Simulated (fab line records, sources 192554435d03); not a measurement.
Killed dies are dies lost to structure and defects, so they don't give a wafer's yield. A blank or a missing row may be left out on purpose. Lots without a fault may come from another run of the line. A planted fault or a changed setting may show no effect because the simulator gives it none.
Chamber matching | flow n5_finfet | N5_BEOL_M14_ILD_DEP_00 on pecvd-04: 3 sister chambers
The step deposits SiO2 from TEOS/O2, target thk 1119.3 nm, time 237.4 s. 24 wafers are shown with their chamber, then 12 later ones without.

WAFERS WITH THEIR CHAMBER
wafer  | chamber | throttle_valve_pct (%) | heater_power_w (W) | heater_power_outer_w (W)
L074.2 | 1       | 18.5                   | 324                | 149
L074.3 | 2       | 17.2                   | 525                | 277
L074.5 | 1       | 18.3                   | 389                | 197
L078.1 | 1       | 18.4                   | 373                | 184
L078.2 | 2       | 17.2                   | 647                | 369
L078.5 | 1       | 18.5                   | 417                | 211
L080.4 | 2       | 17.8                   | 484                | 253
L080.5 | 1       | 18.5                   | 315                | 137
L080.6 | 2       | 17.4                   | 578                | 309
L081.2 | 1       | 18.6                   | 407                | 208
L081.3 | 2       | 17.4                   | 475                | 259
L081.4 | 1       | 18.2                   | 428                | 230
L084.2 | 2       | 17.7                   | 621                | 340
L084.3 | 0       | 18.7                   | 444                | 224
L084.6 | 0       | 18.7                   | 512                | 284
L088.1 | 0       | 18.7                   | 471                | 240
L088.5 | 1       | 18.7                   | 312                | 140
L088.6 | 0       | 18.6                   | 540                | 293
L087.1 | 1       | 18.3                   | 408                | 206
L087.2 | 2       | 17.7                   | 644                | 360
L087.5 | 0       | 19.0                   | 541                | 294
L092.2 | 0       | 18.8                   | 586                | 330
L092.3 | 2       | 17.3                   | 620                | 365
L092.6 | 2       | 17.7                   | 491                | 254

SIGNATURES (means of the wafers above)
reading              | chamber 0 | chamber 1 | chamber 2 | scatter within a chamber
throttle_valve_pct   | 18.750    | 18.444    | 17.489    | 0.188
heater_power_w       | 515.67    | 374.78    | 565.00    | 58.3
heater_power_outer_w | 277.50    | 184.67    | 309.56    | 42
Rule: a wafer's distance from a chamber is the root of the sum, over the readings, of the square of ((its reading less the chamber's mean) divided by the reading's scatter). The wafer belongs to the nearest chamber; if the next one is less than 2 further off, it can't be placed. The scatter: the root of (the sum of the squares of (reading less its chamber's mean) over the shown wafers, divided by (wafers less chambers)).

WAFERS WITHOUT THEIR CHAMBER
wafer  | throttle_valve_pct (%) | heater_power_w (W) | heater_power_outer_w (W)
L091.1 | 18.5                   | 371                | 170
L091.4 | 18.7                   | 583                | 313
L091.5 | 18.3                   | 410                | 211
L094.2 | 18.9                   | 487                | 268
L094.3 | 18.6                   | 439                | 224
L094.4 | 17.4                   | 618                | 364
L097.2 | 17.6                   | 634                | 350
L097.4 | 18.6                   | 311                | 137
L097.5 | 17.4                   | 496                | 255
L096.3 | 18.5                   | 419                | 227
L096.4 | 18.9                   | 436                | 230
L096.5 | 17.6                   | 486                | 258

WHICH CHAMBER EACH WENT THROUGH
wafer  | from the rows above     | in truth
L091.1 | 1                       | 1
L091.4 | 0                       | 0
L091.5 | 1                       | 1
L094.2 | 0                       | 0
L094.3 | can't be placed: 1 or 0 | 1
L094.4 | 2                       | 2
L097.2 | 2                       | 2
L097.4 | 1                       | 1
L097.5 | 2                       | 2
L096.3 | can't be placed: 1 or 0 | 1
L096.4 | can't be placed: 0 or 1 | 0
L096.5 | 2                       | 2
Placed correctly: 9 of 12. Can't be placed from these rows: 3 (the true chamber is among the candidates in 3). Placed wrongly: 0.
